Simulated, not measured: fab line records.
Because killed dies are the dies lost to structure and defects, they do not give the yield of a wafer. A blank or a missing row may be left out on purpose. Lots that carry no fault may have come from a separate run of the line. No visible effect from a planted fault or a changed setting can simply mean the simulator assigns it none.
What tool caused it? | flow nandHarc | 20 lots with 60 wafers sampled at 6 steps, on a route of 1159 steps

WHAT THE GAUGES SHOWED, per wafer
The record holds no reading of a measuring or inspecting step that can be judged against a usual standard deviation.

EACH LOT AND THE TOOL THAT RAN IT (in order: tool; ch and the chambers of the sampled wafers; start)
lot  | NHARC_P_STI_ETCH_42              | NHARC_P_GATE_DESCUM_31            | NHARC_P_GATE_ETCH_104             | NHARC_P_M0_ETCH_34                | NHARC_A_STAIRCASE_TRIM_22     | NHARC_A_STAIRCASE_TRIM_191
L074 | rieDiel-09 ch 1,2, day 2 12:11   | rieDiel-13 ch 0,3, day 4 19:35    | rieDiel-13 ch 0,2,3, day 4 19:40  | rieDiel-06 ch 1,2, day 5 20:47    | rieDiel-07 ch 1,2,3, no start | rieDiel-07 ch 1,2,3, no start
L075 | rieDiel-09 ch 0,2,3, day 2 23:47 | rieDiel-07 ch 0,1,3, day 5 00:52  | rieDiel-07 ch 1,3, day 5 00:58    | rieDiel-06 ch 0,1,3, day 6 05:20  | rieDiel-11 ch 2,3, no start   | rieDiel-07 ch 0,1, no start
L077 | rieDiel-09 ch 1,2, day 3 11:44   | rieDiel-11 ch 1,2, day 5 14:45    | rieDiel-11 ch 0,3, day 5 14:50    | rieDiel-06 ch 0,1,3, day 6 22:10  | rieDiel-07 ch 0,1,2, no start | rieDiel-07 ch 0,1, no start
L078 | rieDiel-03 ch 1,2, day 3 11:53   | rieDiel-13 ch 0,2, day 5 14:34    | rieDiel-13 ch 1,2,3, day 5 14:51  | rieDiel-10 ch 0,2, day 6 22:41    | rieDiel-12 ch 0,2, no start   | rieDiel-07 ch 0,1, no start
L079 | rieDiel-03 ch 0,1,2, day 3 17:55 | rieDiel-07 ch 0,3, day 5 22:23    | rieDiel-07 ch 0,3, day 5 22:28    | rieDiel-08 ch 0,1,3, day 7 04:21  | rieDiel-12 ch 1,2,3, no start | rieDiel-12 ch 0,1,2, no start
L081 | rieDiel-03 ch 0,1,2, day 4 07:06 | rieDiel-11 ch 2,3, day 6 15:19    | rieDiel-11 ch 0,1,2, day 6 15:24  | rieDiel-10 ch 0,3, day 8 00:38    | rieDiel-11 ch 0,1,3, no start | rieDiel-11 ch 0,3, no start
L082 | rieDiel-03 ch 1,2,3, day 4 11:15 | rieDiel-13 ch 0,1,2, day 6 14:55  | rieDiel-13 ch 0,1,3, day 6 14:59  | rieDiel-08 ch 1,2, day 7 17:02    | rieDiel-11 ch 0,1,3, no start | rieDiel-07 ch 0,2,3, no start
L083 | rieDiel-03 ch 0,1,3, day 4 17:15 | rieDiel-11 ch 0,2, day 6 22:45    | rieDiel-11 ch 0,2, day 6 22:50    | rieDiel-08 ch 1,2,3, day 8 06:14  | rieDiel-11 ch 0,1,2, no start | rieDiel-12 ch 0,1,2, no start
L084 | rieDiel-03 ch 0,1,2, day 4 23:20 | rieDiel-13 ch 0,1, day 7 06:07    | rieDiel-13 ch 0,2, day 7 06:11    | rieDiel-06 ch 1,2, day 8 10:55    | rieDiel-11 ch 1,2, no start   | rieDiel-12 ch 0,1,3, no start
L087 | rieDiel-02 ch 2,3, day 5 13:55   | rieDiel-13 ch 1,2,3, day 7 23:45  | rieDiel-13 ch 0,2, day 7 23:50    | rieDiel-08 ch 3, day 9 00:37      | rieDiel-07 ch 1,3, no start   | rieDiel-11 ch 1,3, no start
L086 | rieDiel-09 ch 1,2,3, day 5 14:05 | rieDiel-11 ch 1,2,3, day 7 23:18  | rieDiel-11 ch 0,1,2, day 7 23:24  | rieDiel-10 ch 0,1,2, day 9 00:47  | rieDiel-12 ch 0,2,3, no start | rieDiel-11 ch 0,1,2, no start
L088 | rieDiel-09 ch 0,2,3, day 6 00:52 | rieDiel-07 ch 0,2,3, day 8 07:07  | rieDiel-07 ch 0,2,3, day 8 07:16  | rieDiel-06 ch 1,3, day 9 14:50    | rieDiel-11 ch 1,3, no start   | rieDiel-07 ch 1,3, no start
L089 | rieDiel-02 ch 0,1,3, day 6 05:06 | rieDiel-13 ch 0,2,3, day 8 07:17  | rieDiel-13 ch 1,2,3, day 8 07:22  | rieDiel-06 ch 1,2, day 9 15:50    | rieDiel-12 ch 0,1,2, no start | rieDiel-12 ch 1,3, no start
L090 | rieDiel-03 ch 0,1,2, day 6 12:12 | rieDiel-13 ch 0,2,3, day 8 19:24  | rieDiel-13 ch 1,2,3, day 8 19:30  | rieDiel-10 ch 0,2,3, day 10 00:37 | rieDiel-07 ch 0,2, no start   | rieDiel-11 ch 0,3, no start
L091 | rieDiel-09 ch 0,1,3, day 6 17:25 | rieDiel-07 ch 1,2,3, day 8 19:15  | rieDiel-07 ch 0,2,3, day 8 19:19  | rieDiel-10 ch 0,3, day 10 06:16   | rieDiel-11 ch 0,1,2, no start | rieDiel-11 ch 1,2,3, no start
L093 | rieDiel-09 ch 0,1, day 7 08:29   | rieDiel-11 ch 0,1,2, day 9 13:50  | rieDiel-11 ch 2,3, day 9 14:02    | rieDiel-08 ch 0,2,3, day 10 23:29 | rieDiel-12 ch 1,2, no start   | rieDiel-12 ch 0,1, no start
L092 | rieDiel-09 ch 0,1,2, day 7 08:40 | rieDiel-11 ch 0,2, day 9 13:29    | rieDiel-11 ch 0,1,3, day 9 13:35  | rieDiel-10 ch 0,2, day 10 23:38   | rieDiel-12 ch 0,1,3, no start | rieDiel-11 ch 1,2,3, no start
L095 | rieDiel-09 ch 0,1,3, day 7 18:54 | rieDiel-13 ch 0,1,2, day 10 00:55 | rieDiel-13 ch 0,2,3, day 10 01:01 | rieDiel-08 ch 0,1,2, day 11 01:45 | rieDiel-07 ch 0,1,3, no start | rieDiel-07 ch 0,2,3, no start
L096 | rieDiel-03 ch 2,3, day 7 23:14   | rieDiel-11 ch 0,2,3, day 10 06:09 | rieDiel-11 ch 0,3, day 10 06:13   | rieDiel-08 ch 2,3, day 11 07:40   | rieDiel-12 ch 0,3, no start   | rieDiel-12 ch 0,1,3, no start
L097 | rieDiel-03 ch 0,3, day 8 06:54   | rieDiel-13 ch 1,2,3, day 10 13:01 | rieDiel-13 ch 1,2,3, day 10 13:08 | rieDiel-10 ch 0,1,3, day 11 15:38 | rieDiel-11 ch 0,3, no start   | rieDiel-11 ch 1,2,3, no start
- NHARC_P_STI_ETCH_42: etches the open film in N2/H2, target depth 80 nm, overetch 24 nm, time 61 s.
- NHARC_P_GATE_DESCUM_31: chemistry O2, time 3 s.
- NHARC_P_GATE_ETCH_104: etches the open film in CF4/CHF3, target depth 60 nm.
- NHARC_P_M0_ETCH_34: etches the open film in N2/H2, target depth 40 nm, overetch 12 nm, time 43.94 s.
- NHARC_A_STAIRCASE_TRIM_22: chemistry O2, time 211.2 s.
- NHARC_A_STAIRCASE_TRIM_191: chemistry O2, time 211.2 s.

WHAT THE TOOLS THEMSELVES READ (means of the sampled wafers that have a number; where no wafer has one, the mark that the record gives instead)
NHARC_P_STI_ETCH_42.
lot  | tool       | drypumpMotorCurrentA (A) | oesProductAu (a.u.) | rfVppV (V) | showerheadPlenumPTorr (Torr) | throttleValvePct (%)
L074 | rieDiel-09 | 6.4                      | 1.005               | 432.0      | 2.14                         | 14.169
L075 | rieDiel-09 | 5.7                      | 0.984               | 433.4      | 2.16                         | 14.165
L077 | rieDiel-09 | 6.5                      | 1.002               | 433.3      | 2.14                         | 14.166
L078 | rieDiel-03 | 5.7                      | 1.010               | 432.6      | 2.09                         | 14.174
L079 | rieDiel-03 | 5.9                      | 1.007               | 430.1      | 2.04                         | 14.162
L081 | rieDiel-03 | 5.9                      | 1.000               | 431.1      | 2.04                         | 14.171
L082 | rieDiel-03 | 5.7                      | 1.005               | 431.1      | 2.05                         | 14.172
L083 | rieDiel-03 | 5.8                      | 1.009               | 432.8      | 2.09                         | 14.169
L084 | rieDiel-03 | 5.9                      | 1.000               | 430.3      | 2.04                         | 14.167
L087 | rieDiel-02 | 5.8                      | 0.990               | 427.8      | 1.95                         | 14.177
L086 | rieDiel-09 | 6.1                      | 1.001               | 432.5      | 2.15                         | 14.171
L088 | rieDiel-09 | 5.7                      | 0.993               | 433.1      | 2.15                         | 14.164
L089 | rieDiel-02 | 6.0                      | 1.007               | 428.9      | 2.00                         | 14.174
L090 | rieDiel-03 | 6.0                      | 1.010               | 430.7      | 2.04                         | 14.172
L091 | rieDiel-09 | 5.8                      | 0.991               | 432.3      | 2.14                         | 14.181
L093 | rieDiel-09 | 6.2                      | 0.987               | 432.2      | 2.12                         | 14.166
L092 | rieDiel-09 | 6.0                      | 0.990               | 433.5      | 2.14                         | 14.171
L095 | rieDiel-09 | 5.8                      | 0.995               | 433.7      | 2.14                         | 14.172
L096 | rieDiel-03 | 5.7                      | 1.011               | 428.0      | 1.96                         | 14.171
L097 | rieDiel-03 | 5.8                      | 1.003               | 430.0      | 2.06                         | 14.175

NHARC_P_GATE_DESCUM_31.
lot  | tool       | drypumpMotorCurrentA (A) | oesProductAu (a.u.) | rfVppV (V) | showerheadPlenumPTorr (Torr) | throttleValvePct (%)
L074 | rieDiel-13 | 5.8                      | 0.988               | 57.1       | 1.95                         | 11.318
L075 | rieDiel-07 | 5.6                      | 0.992               | 57.7       | 1.94                         | 11.306
L077 | rieDiel-11 | 5.5                      | 0.996               | 58.1       | 1.95                         | 11.313
L078 | rieDiel-13 | 5.7                      | 1.000               | 57.4       | 1.90                         | 11.319
L079 | rieDiel-07 | 6.3                      | 1.003               | 57.7       | 1.93                         | 11.313
L081 | rieDiel-11 | 6.2                      | 1.001               | 56.9       | 1.92                         | 11.313
L082 | rieDiel-13 | 5.6                      | 0.997               | 56.6       | 1.90                         | 11.315
L083 | rieDiel-11 | 5.6                      | 0.988               | 57.6       | 1.85                         | 11.317
L084 | rieDiel-13 | 5.3                      | 1.000               | 58.2       | 1.95                         | 11.304
L087 | rieDiel-13 | 5.8                      | 0.991               | 58.1       | 1.93                         | 11.311
L086 | rieDiel-11 | 5.9                      | 1.006               | 58.4       | 1.93                         | 11.313
L088 | rieDiel-07 | 6.1                      | 0.992               | 57.9       | 1.98                         | 11.310
L089 | rieDiel-13 | 6.0                      | 0.994               | 59.2       | 1.91                         | 11.315
L090 | rieDiel-13 | 5.9                      | 1.000               | 58.5       | 1.91                         | 11.314
L091 | rieDiel-07 | 5.4                      | 0.993               | 58.5       | 1.98                         | 11.305
L093 | rieDiel-11 | 5.6                      | 0.991               | 57.8       | 1.91                         | 11.315
L092 | rieDiel-11 | 5.7                      | 0.996               | 57.8       | 1.89                         | 11.311
L095 | rieDiel-13 | 5.6                      | 0.996               | 57.5       | 1.90                         | 11.308
L096 | rieDiel-11 | 6.0                      | 1.004               | 57.3       | 1.90                         | 11.311
L097 | rieDiel-13 | 5.8                      | 0.995               | 58.4       | 1.92                         | 11.311

NHARC_P_GATE_ETCH_104.
lot  | tool       | drypumpMotorCurrentA (A) | oesProductAu (a.u.) | rfVppV (V) | showerheadPlenumPTorr (Torr) | throttleValvePct (%)
L074 | rieDiel-13 | 5.9                      | 0.921               | 370.5      | 1.58                         | 16.804
L075 | rieDiel-07 | 5.2                      | 0.943               | 372.5      | 1.65                         | 16.814
L077 | rieDiel-11 | 6.1                      | 0.959               | 372.3      | 1.62                         | 16.799
L078 | rieDiel-13 | 5.8                      | 0.937               | 370.8      | 1.59                         | 16.799
L079 | rieDiel-07 | 6.3                      | 0.962               | 370.5      | 1.58                         | 16.802
L081 | rieDiel-11 | 5.6                      | 0.954               | 371.8      | 1.58                         | 16.813
L082 | rieDiel-13 | 5.7                      | 0.964               | 372.6      | 1.61                         | 16.810
L083 | rieDiel-11 | 5.6                      | 0.959               | 368.9      | 1.52                         | 16.806
L084 | rieDiel-13 | 5.9                      | 0.922               | 370.3      | 1.53                         | 16.806
L087 | rieDiel-13 | 5.9                      | 0.960               | 369.8      | 1.53                         | 16.799
L086 | rieDiel-11 | 5.6                      | 0.944               | 370.9      | 1.58                         | 16.794
L088 | rieDiel-07 | 6.1                      | 0.948               | 371.8      | 1.63                         | 16.801
L089 | rieDiel-13 | 5.8                      | 0.923               | 370.7      | 1.58                         | 16.800
L090 | rieDiel-13 | 5.8                      | 0.918               | 371.6      | 1.58                         | 16.801
L091 | rieDiel-07 | 6.0                      | 0.949               | 372.6      | 1.62                         | 16.802
L093 | rieDiel-11 | 5.9                      | 0.934               | 368.7      | 1.52                         | 16.800
L092 | rieDiel-11 | 6.0                      | 0.928               | 372.5      | 1.62                         | 16.791
L095 | rieDiel-13 | 5.9                      | 0.945               | 370.5      | 1.57                         | 16.799
L096 | rieDiel-11 | 6.1                      | 0.967               | 371.8      | 1.61                         | 16.807
L097 | rieDiel-13 | 5.8                      | 0.952               | 370.8      | 1.58                         | 16.806

NHARC_P_M0_ETCH_34.
lot  | tool       | drypumpMotorCurrentA (A) | oesProductAu (a.u.) | rfVppV (V) | showerheadPlenumPTorr (Torr) | throttleValvePct (%)
L074 | rieDiel-06 | 5.8                      | 0.994               | 428.0      | 1.95                         | 14.160
L075 | rieDiel-06 | 6.1                      | 0.979               | 428.9      | 1.96                         | 14.167
L077 | rieDiel-06 | 6.1                      | 0.981               | 429.1      | 1.96                         | 14.177
L078 | rieDiel-10 | 6.0                      | 0.985               | 427.5      | 1.95                         | 14.174
L079 | rieDiel-08 | 5.7                      | 0.997               | 429.9      | 2.02                         | 14.174
L081 | rieDiel-10 | 5.8                      | 1.005               | 430.1      | 2.01                         | 14.168
L082 | rieDiel-08 | 5.9                      | 0.992               | 432.4      | 2.14                         | 14.169
L083 | rieDiel-08 | 5.8                      | 0.999               | 430.4      | 2.04                         | 14.173
L084 | rieDiel-06 | 5.8                      | 1.000               | 428.7      | 1.95                         | 14.168
L087 | rieDiel-08 | 5.4                      | 0.996               | 426.5      | 1.90                         | 14.180
L086 | rieDiel-10 | 5.9                      | 1.004               | 428.6      | 1.96                         | 14.173
L088 | rieDiel-06 | 6.0                      | 0.985               | 426.0      | 1.90                         | 14.171
L089 | rieDiel-06 | 5.8                      | 0.993               | 427.6      | 1.95                         | 14.166
L090 | rieDiel-10 | 5.9                      | 1.006               | 430.6      | 2.02                         | 14.172
L091 | rieDiel-10 | 5.9                      | 1.014               | 429.0      | 2.01                         | 14.172
L093 | rieDiel-08 | 5.8                      | 0.999               | 428.0      | 1.96                         | 14.167
L092 | rieDiel-10 | 6.0                      | 0.995               | 428.2      | 1.95                         | 14.174
L095 | rieDiel-08 | 5.9                      | 1.005               | 431.5      | 2.06                         | 14.184
L096 | rieDiel-08 | 5.6                      | 0.994               | 428.2      | 1.94                         | 14.174
L097 | rieDiel-10 | 5.7                      | 1.015               | 429.8      | 2.04                         | 14.184

NHARC_A_STAIRCASE_TRIM_22.
lot  | tool       | drypumpMotorCurrentA (A) | oesProductAu (a.u.) | rfVppV (V) | showerheadPlenumPTorr (Torr) | throttleValvePct (%)
L074 | rieDiel-07 | 5.5                      | 1.009               | 58.2       | 3.64                         | 17.040
L075 | rieDiel-11 | 5.9                      | 1.000               | 58.1       | 3.41                         | 17.031
L077 | rieDiel-07 | 5.8                      | 1.004               | 56.6       | 3.52                         | 17.030
L078 | rieDiel-12 | 6.0                      | 1.007               | 57.6       | 3.64                         | 17.040
L079 | rieDiel-12 | 6.1                      | 1.000               | 57.8       | 3.66                         | 17.035
L081 | rieDiel-11 | 6.0                      | 1.002               | 57.1       | 3.62                         | 17.029
L082 | rieDiel-11 | 6.0                      | 1.006               | 58.4       | 3.62                         | 17.030
L083 | rieDiel-11 | 5.6                      | 1.007               | 57.6       | 3.51                         | 17.043
L084 | rieDiel-11 | 5.5                      | 1.002               | 57.8       | 3.42                         | 17.029
L087 | rieDiel-07 | 5.3                      | 1.005               | 57.6       | 3.65                         | 17.036
L086 | rieDiel-12 | 6.0                      | 1.006               | 57.9       | 3.60                         | 17.039
L088 | rieDiel-11 | 5.9                      | 0.993               | 58.1       | 3.65                         | 17.037
L089 | rieDiel-12 | 5.9                      | 1.008               | 58.6       | 3.60                         | 17.035
L090 | rieDiel-07 | 6.5                      | 0.987               | 57.6       | 3.49                         | 17.035
L091 | rieDiel-11 | 5.6                      | 1.009               | 58.4       | 3.50                         | 17.041
L093 | rieDiel-12 | 6.1                      | 1.003               | 57.0       | 3.67                         | 17.036
L092 | rieDiel-12 | 5.9                      | 1.010               | 57.5       | 3.57                         | 17.042
L095 | rieDiel-07 | 5.7                      | 1.010               | 57.9       | 3.52                         | 17.041
L096 | rieDiel-12 | 5.9                      | 1.000               | 57.2       | 3.57                         | 17.035
L097 | rieDiel-11 | 6.3                      | 1.010               | 57.5       | 3.58                         | 17.037

NHARC_A_STAIRCASE_TRIM_191.
lot  | tool       | drypumpMotorCurrentA (A) | oesProductAu (a.u.) | rfVppV (V) | showerheadPlenumPTorr (Torr) | throttleValvePct (%)
L074 | rieDiel-07 | 5.5                      | 1.011               | 58.2       | 3.64                         | 17.038
L075 | rieDiel-07 | 6.1                      | 1.007               | 57.4       | 3.43                         | 17.030
L077 | rieDiel-07 | 6.1                      | 1.005               | 57.1       | 3.43                         | 17.036
L078 | rieDiel-07 | 6.0                      | 0.988               | 57.2       | 3.43                         | 17.042
L079 | rieDiel-12 | 5.9                      | 1.012               | 59.1       | 3.61                         | 17.038
L081 | rieDiel-11 | 6.3                      | 1.012               | 58.2       | 3.60                         | 17.035
L082 | rieDiel-07 | 6.1                      | 0.994               | 57.9       | 3.62                         | 17.033
L083 | rieDiel-12 | 6.0                      | 1.000               | 59.0       | 3.61                         | 17.037
L084 | rieDiel-12 | 5.9                      | 1.002               | 57.3       | 3.58                         | 17.032
L087 | rieDiel-11 | 5.9                      | 0.991               | 58.4       | 3.65                         | 17.041
L086 | rieDiel-11 | 5.6                      | 1.001               | 58.0       | 3.51                         | 17.033
L088 | rieDiel-07 | 5.3                      | 0.999               | 58.2       | 3.65                         | 17.040
L089 | rieDiel-12 | 5.9                      | 0.997               | 58.4       | 3.62                         | 17.037
L090 | rieDiel-11 | 6.4                      | 1.002               | 57.8       | 3.59                         | 17.040
L091 | rieDiel-11 | 5.9                      | 0.998               | 58.1       | 3.52                         | 17.038
L093 | rieDiel-12 | 5.8                      | 1.003               | 58.5       | 3.58                         | 17.043
L092 | rieDiel-11 | 5.9                      | 1.001               | 57.9       | 3.51                         | 17.040
L095 | rieDiel-07 | 6.1                      | 1.005               | 58.0       | 3.61                         | 17.035
L096 | rieDiel-12 | 5.9                      | 1.004               | 57.9       | 3.56                         | 17.030
L097 | rieDiel-11 | 5.9                      | 1.007               | 57.8       | 3.68                         | 17.039

THE ANSWER, worked out from the rows above alone
Rule: what is usual is taken from the lots themselves. The widest of any qualifying gaps counts: lots, ordered by their means at a reading, are off when they make up no more than a third of the lots, leave a main group of 4 or more, and stand apart from it by 3 or more times the standard deviation of that group's means. A main group whose means are all the same, to the digits that the tables above print for the reading, isn't used. Also off: a lot with no number at a reading for which 4 or more lots have one. The other lots that the step has rows for count as sound. The gauges are gone through in route order, then the tools' own readings, and for those a lot's mean is taken as printed above. The first step at which some lot is off is used, and at that step the reading that is off furthest; a lot without a number counts as furthest.
Across all readings shown, no lot is off: no conclusion can be drawn from this.

WHAT THE SIMULATOR HAD INSERTED
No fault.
